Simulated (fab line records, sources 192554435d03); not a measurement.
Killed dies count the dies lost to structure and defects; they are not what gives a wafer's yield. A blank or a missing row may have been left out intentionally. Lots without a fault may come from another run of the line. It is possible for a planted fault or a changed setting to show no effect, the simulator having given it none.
Matching of chambers	flow n5 finfet	4 sister chambers for N5_GATE_CUT_CMP_43 on cmp-04
The step polishes SiO2. 8 wafers are shown with their chamber, then 9 later ones without.

## WAFERS WITH THEIR CHAMBER
wafer	chamber	motor current A (A)
L086.6	3	11.7
L089.3	3	11.5
L091.1	0	12.8
L091.2	1	12.9
L091.6	2	11.4
L093.1	1	12.6
L093.3	0	12.3
L093.4	2	12.1

## WAFERS WITHOUT THEIR CHAMBER
wafer	motor current A (A)
L095.4	11.7
L095.5	12.4
L095.6	12.0
L096.4	12.0
L096.5	12.6
L096.6	13.2
L097.1	11.8
L097.4	12.7
L097.5	12.5

## WHICH CHAMBER EACH ONE RAN IN
wafer	from the rows above	in truth
L095.4	can't be placed: 2 or 3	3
L095.5	can't be placed: 0 or 1 or 2 or 3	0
L095.6	can't be placed: 2 or 3 or 0 or 1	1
L096.4	can't be placed: 2 or 3 or 0 or 1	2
L096.5	can't be placed: 0 or 1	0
L096.6	can't be placed: 1 or 0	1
L097.1	can't be placed: 2 or 3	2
L097.4	can't be placed: 1 or 0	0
L097.5	can't be placed: 0 or 1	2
Correct placement for 0 of the 9. Cannot be placed on the basis of these rows: 9; the candidates contain the true chamber in 8. Wrongly placed: 0.
How it was worked out, from the rows above alone: a wafer's distance from a chamber is the root of the sum, over the readings, of the square of ((its reading less the chamber's mean) divided by the reading's scatter). If the next closest chamber is less than 2 further off than the closest, the wafer can't be placed; otherwise it belongs to the closest. Each chamber's mean is taken over the wafers shown for it. The scatter: the root of (the sum of the squares of (reading less its chamber's mean) over the shown wafers, divided by (wafers less chambers)).
